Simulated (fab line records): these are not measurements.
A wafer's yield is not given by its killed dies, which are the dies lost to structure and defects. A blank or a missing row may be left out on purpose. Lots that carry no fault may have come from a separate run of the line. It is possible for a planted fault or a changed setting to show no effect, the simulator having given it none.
What tool caused it? | flow n5-finfet | 72 wafers from 24 lots sampled at 6 of the route's 1938 steps

WHAT THE GAUGES READ, wafer by wafer
N5_BEOL_M7_INSPECT_30: inspects for defects (brightfield).
lot  | measured     | on                | raw-defect-count
L074 | day 9 03:37  | defect-inspect-01 | 400 393 466
L077 | day 9 15:18  | defect-inspect-01 | 376 463 365
L076 | day 9 19:10  | defect-inspect-01 | 591 388 502
L075 | day 9 23:24  | defect-inspect-01 | 423 466 550
L078 | day 10 00:52 | defect-inspect-01 | 490 389 437
L079 | day 10 07:15 | defect-inspect-02 | 300 337 338
L080 | day 10 07:25 | defect-inspect-02 | 331 433 274
L081 | day 10 09:51 | defect-inspect-01 | 659 488 571
L082 | day 10 19:56 | defect-inspect-01 | 624 518 417
L083 | day 11 03:53 | defect-inspect-01 | 426 367 360
L085 | day 11 14:14 | defect-inspect-02 | 224 433 442
L086 | day 12 06:07 | defect-inspect-01 | 427 367 436
L088 | day 12 12:17 | defect-inspect-01 | 520 544 479
L084 | day 12 12:23 | defect-inspect-01 | 679 659 542
L087 | day 12 13:23 | defect-inspect-01 | 490 391 532
L090 | day 12 16:26 | defect-inspect-02 | 497 388 294
L089 | day 12 20:46 | defect-inspect-01 | 473 462 572
L091 | day 13 05:41 | defect-inspect-02 | 554 403 355
L092 | day 13 16:50 | defect-inspect-02 | 405 498 442
L093 | day 13 23:55 | defect-inspect-02 | 435 456 536
L094 | day 14 01:39 | defect-inspect-01 | 376 381 417
L096 | day 14 10:01 | defect-inspect-01 | 470 362 434
L095 | day 14 10:11 | defect-inspect-02 | 272 370 387
L097 | day 15 01:23 | defect-inspect-02 | 387 374 406

N5_BEOL_M8_OCD_MEAS_38.
lot  | measured     | on     | trench-depth-nm (nm)
L074 | day 9 11:41  | ocd-01 | 94.0 93.1 93.1
L077 | day 9 23:01  | ocd-01 | 92.9 93.4 91.5
L076 | day 10 04:15 | ocd-01 | 92.5 91.6 92.9
L075 | day 10 07:25 | ocd-01 | 92.9 92.5 91.8
L078 | day 10 10:40 | ocd-02 | 91.0 93.2 92.6
L079 | day 10 15:30 | ocd-02 | 91.7 92.7 92.6
L080 | day 10 15:41 | ocd-01 | 93.7 92.1 92.4
L081 | day 10 18:31 | ocd-02 | 93.3 92.8 94.4
L082 | day 11 04:23 | ocd-01 | 91.5 92.1 93.7
L083 | day 11 11:38 | ocd-02 | 91.5 92.7 91.8
L085 | day 12 00:57 | ocd-02 | 91.7 91.9 92.5
L086 | day 12 12:32 | ocd-02 | 92.3 92.6 91.3
L088 | day 12 21:56 | ocd-01 | 91.2 92.0 90.4
L084 | day 12 21:26 | ocd-01 | 93.6 92.4 94.2
L087 | day 12 23:59 | ocd-01 | 91.1 92.8 93.0
L090 | day 12 23:37 | ocd-01 | 93.5 93.6 92.0
L089 | day 13 03:10 | ocd-01 | 93.2 92.8 89.8
L091 | day 13 14:55 | ocd-01 | 91.4 93.0 93.4
L092 | day 14 00:29 | ocd-01 | 93.5 91.9 93.0
L093 | day 14 10:31 | ocd-02 | 92.9 91.2 92.5
L094 | day 14 10:42 | ocd-02 | 94.4 92.1 90.0
L096 | day 14 18:14 | ocd-01 | 90.6 93.8 90.9
L095 | day 14 18:35 | ocd-02 | 91.0 92.8 92.0
L097 | day 15 16:29 | ocd-02 | 90.7 92.8 95.5

N5_BEOL_M8_RS_MEAS_57: measurement is done with a four-point probe.
lot  | measured     | on            | M8_RS (ohm/sq)
L074 | day 9 15:26  | film-metro-01 | 0.287 0.295 0.287
L077 | day 10 01:38 | film-metro-01 | 0.290 0.284 0.287
L076 | day 10 07:10 | film-metro-02 | 0.293 0.284 0.296
L075 | day 10 09:46 | film-metro-02 | 0.290 0.292 0.291
L078 | day 10 13:08 | film-metro-01 | 0.293 0.286 0.294
L079 | day 10 19:22 | film-metro-01 | 0.295 0.292 0.296
L080 | day 10 19:31 | film-metro-01 | 0.276 0.286 0.285
L081 | day 10 20:44 | film-metro-01 | 0.280 0.285 0.279
L082 | day 11 06:32 | film-metro-01 | 0.288 0.286 0.283
L083 | day 11 14:06 | film-metro-01 | 0.285 0.285 0.286
L085 | day 12 03:35 | film-metro-01 | 0.289 0.294 0.296
L086 | day 12 14:43 | film-metro-02 | 0.294 0.292 0.296
L088 | day 13 00:54 | film-metro-02 | 0.291 0.288 0.299
L084 | day 12 23:58 | film-metro-01 | 0.285 0.289 0.284
L087 | day 13 02:12 | film-metro-01 | 0.283 0.283 0.280
L090 | day 13 01:56 | film-metro-01 | 0.277 0.286 0.296
L089 | day 13 07:16 | film-metro-01 | 0.284 0.286 0.296
L091 | day 13 17:41 | film-metro-02 | 0.285 0.282 0.280
L092 | day 14 03:40 | film-metro-01 | 0.292 0.292 0.293
L093 | day 14 13:43 | film-metro-01 | 0.277 0.293 0.283
L094 | day 14 13:26 | film-metro-01 | 0.276 0.290 0.305
L096 | day 14 20:53 | film-metro-01 | 0.302 0.279 0.286
L095 | day 14 21:17 | film-metro-01 | 0.301 0.285 0.300
L097 | day 15 19:40 | film-metro-02 | 0.297 0.291 0.273

N5_BEOL_M8_INSPECT_58: inspects for defects (darkfield).
lot  | measured     | on                | raw-defect-count
L074 | day 9 15:28  | defect-inspect-01 | 81 95 79
L077 | day 10 01:40 | defect-inspect-02 | 73 58 41
L076 | day 10 07:11 | defect-inspect-01 | 75 72 92
L075 | day 10 09:47 | defect-inspect-01 | 125 92 102
L078 | day 10 13:10 | defect-inspect-01 | 73 78 96
L079 | day 10 19:23 | defect-inspect-02 | 66 34 46
L080 | day 10 19:32 | defect-inspect-01 | 46 62 48
L081 | day 10 20:46 | defect-inspect-02 | 73 52 72
L082 | day 11 06:33 | defect-inspect-02 | 83 54 67
L083 | day 11 14:07 | defect-inspect-02 | 62 63 56
L085 | day 12 03:36 | defect-inspect-01 | 74 113 61
L086 | day 12 14:44 | defect-inspect-01 | 53 39 53
L088 | day 13 00:56 | defect-inspect-01 | 124 73 117
L084 | day 12 23:59 | defect-inspect-02 | 72 53 50
L087 | day 13 02:13 | defect-inspect-02 | 96 96 111
L090 | day 13 01:58 | defect-inspect-01 | 63 78 66
L089 | day 13 07:18 | defect-inspect-02 | 46 81 54
L091 | day 13 17:43 | defect-inspect-01 | 82 77 59
L092 | day 14 03:41 | defect-inspect-01 | 72 65 66
L093 | day 14 13:44 | defect-inspect-02 | 47 37 44
L094 | day 14 13:28 | defect-inspect-02 | 32 58 62
L096 | day 14 20:55 | defect-inspect-01 | 93 89 68
L095 | day 14 21:19 | defect-inspect-01 | 140 163 101
L097 | day 15 19:41 | defect-inspect-01 | 42 37 89

N5_BEOL_M9_CD_MEAS_18: pitch 140 nm, target cd 70 nm.
lot  | measured     | on        | cd-nm (nm)
L074 | day 9 17:36  | cd-sem-02 | 69.6 69.9 70.1
L077 | day 10 03:34 | cd-sem-03 | 69.5 69.9 69.3
L076 | day 10 09:55 | cd-sem-01 | 69.9 69.7 69.2
L075 | day 10 11:44 | cd-sem-01 | 70.2 70.5 70.3
L078 | day 10 15:49 | cd-sem-03 | 68.5 69.6 68.7
L079 | day 10 21:41 | cd-sem-03 | 69.7 70.4 69.6
L080 | day 10 21:51 | cd-sem-01 | 69.5 70.1 69.8
L081 | day 10 23:38 | cd-sem-03 | 70.2 70.1 70.2
L082 | day 11 09:31 | cd-sem-03 | 70.9 70.5 70.4
L083 | day 11 17:03 | cd-sem-03 | 69.3 69.8 69.8
L085 | day 12 07:28 | cd-sem-03 | 70.5 69.7 70.7
L086 | day 12 23:03 | cd-sem-03 | 70.8 70.6 69.9
L088 | day 13 04:07 | cd-sem-01 | 70.2 70.5 70.1
L084 | day 13 02:56 | cd-sem-02 | 69.2 69.9 69.0
L087 | day 13 05:07 | cd-sem-03 | 69.6 69.0 69.9
L090 | day 13 04:58 | cd-sem-01 | 70.1 69.8 69.4
L089 | day 13 09:15 | cd-sem-01 | 70.6 69.7 69.4
L091 | day 13 20:56 | cd-sem-03 | 69.6 69.8 69.2
L092 | day 14 06:00 | cd-sem-01 | 70.4 70.4 69.9
L093 | day 14 16:19 | cd-sem-03 | 70.4 69.7 69.3
L094 | day 14 15:53 | cd-sem-02 | 70.8 71.5 70.3
L096 | day 14 23:59 | cd-sem-01 | 71.3 71.3 70.0
L095 | day 15 00:12 | cd-sem-03 | 70.4 70.9 70.3
L097 | day 15 23:16 | cd-sem-02 | 69.8 69.4 69.5

WHICH TOOL RAN EACH LOT (tool, then ch and the chambers of the sampled wafers, then the start)
lot  | N5_BEOL_M9_STRIP_19
L074 | rie-diel-03 ch 0,2,3, day 9 17:32
L077 | rie-diel-01 ch 0,1,3, day 10 03:30
L076 | rie-diel-01 ch 2,3, day 10 09:51
L075 | rie-diel-03 ch 0,1,3, day 10 11:40
L078 | rie-diel-03 ch 1,2, day 10 15:45
L079 | rie-diel-06 ch 1,2, day 10 21:37
L080 | rie-diel-03 ch 0,1, day 10 21:47
L081 | rie-diel-06 ch 1,3, day 10 23:34
L082 | rie-diel-06 ch 0,1,2, day 11 09:27
L083 | rie-diel-01 ch 0,1,3, day 11 16:59
L085 | rie-diel-03 ch 2,3, day 12 07:24
L086 | rie-diel-03 ch 0,2,3, day 12 22:59
L088 | rie-diel-06 ch 0,1, day 13 04:03
L084 | rie-diel-01 ch 1,3, day 13 02:52
L087 | rie-diel-03 ch 1,2,3, day 13 05:02
L090 | rie-diel-06 ch 1,2,3, day 13 04:53
L089 | rie-diel-01 ch 0,1, day 13 09:10
L091 | rie-diel-03 ch 0,2,3, day 13 20:52
L092 | rie-diel-06 ch 0,1,3, day 14 05:56
L093 | rie-diel-03 ch 0,2,3, day 14 16:15
L094 | rie-diel-03 ch 0,2,3, day 14 15:49
L096 | rie-diel-01 ch 0,1,2, day 14 23:55
L095 | rie-diel-03 ch 1,2,3, day 15 00:07
L097 | rie-diel-03 ch 1,2, day 15 23:11
- N5_BEOL_M9_STRIP_19: strips in O2.

WHAT THE TOOLS THEMSELVES READ (means of the sampled wafers that have a number; where no wafer has one, the mark that the record gives instead)
N5_BEOL_M9_STRIP_19.
lot  | tool        | drypump-motor-current-A (A) | oes-product-au (a.u.) | rf-vpp-V (V) | showerhead-plenum-p-Torr (Torr) | throttle-valve-pct (%)
L074 | rie-diel-03 | 5.4                         | 0.76                  | 4.0          | 2.12                            | 16.56
L077 | rie-diel-01 | 5.7                         | 0.76                  | 3.6          | 2.09                            | 16.54
L076 | rie-diel-01 | 6.1                         | 0.75                  | 3.8          | 2.01                            | 16.74
L075 | rie-diel-03 | 5.7                         | 0.76                  | 3.4          | 2.19                            | 16.54
L078 | rie-diel-03 | 5.5                         | 0.76                  | 3.4          | 2.06                            | 16.25
L079 | rie-diel-06 | 5.7                         | 0.80                  | 4.2          | 2.09                            | 16.35
L080 | rie-diel-03 | 5.7                         | 0.80                  | 3.8          | 2.21                            | 16.25
L081 | rie-diel-06 | 5.7                         | 0.83                  | 3.8          | 2.14                            | 16.26
L082 | rie-diel-06 | 5.6                         | 0.81                  | 3.9          | 2.07                            | 16.56
L083 | rie-diel-01 | 5.7                         | 0.75                  | 3.2          | 2.08                            | 16.57
L085 | rie-diel-03 | 5.4                         | 0.80                  | 2.8          | 2.03                            | 16.41
L086 | rie-diel-03 | 5.5                         | 0.83                  | 3.7          | 2.11                            | 16.43
L088 | rie-diel-06 | 5.8                         | 0.85                  | 4.1          | 2.05                            | 16.50
L084 | rie-diel-01 | 5.9                         | 0.74                  | 3.6          | 2.06                            | 16.54
L087 | rie-diel-03 | 5.7                         | 0.81                  | 4.2          | 2.10                            | 16.41
L090 | rie-diel-06 | 5.5                         | 0.77                  | 3.8          | 2.12                            | 16.60
L089 | rie-diel-01 | 5.4                         | 0.69                  | 3.6          | 2.12                            | 16.68
L091 | rie-diel-03 | 5.4                         | 0.82                  | 3.9          | 2.11                            | 16.44
L092 | rie-diel-06 | 5.7                         | 0.82                  | 3.5          | 2.11                            | 16.52
L093 | rie-diel-03 | 5.4                         | 0.81                  | 4.0          | 2.11                            | 16.46
L094 | rie-diel-03 | 5.5                         | 0.80                  | 3.4          | 2.11                            | 16.46
L096 | rie-diel-01 | 5.7                         | 0.78                  | 4.1          | 2.16                            | 16.63
L095 | rie-diel-03 | 5.7                         | 0.79                  | 4.1          | 2.10                            | 16.41
L097 | rie-diel-03 | 5.8                         | 0.74                  | 3.8          | 2.11                            | 16.31

THE ANSWER, worked out from the rows above alone
Rule: the usual values come from the lots themselves. The widest of any qualifying gaps counts: lots, ordered by their means at a reading, are off when they make up no more than a third of the lots, leave a main group of 4 or more, and stand apart from it by 3 or more times the standard deviation of that group's means. The tables above print the reading to a certain number of digits; a main group whose means all agree to those digits is not used. A lot without any number at a reading at which 4 lots or more have one is off too. All remaining lots with rows at the step are treated as sound. Order of review: gauges by route order, followed by the tools' own readings, for which a lot's mean as printed above is used. The first step at which some lot is off is used, and at that step the reading that is off furthest; a lot without a number counts as furthest.
Across all readings shown, no lot is off: no conclusion can be drawn from this.

WHAT HAD BEEN PUT IN BY THE SIMULATOR
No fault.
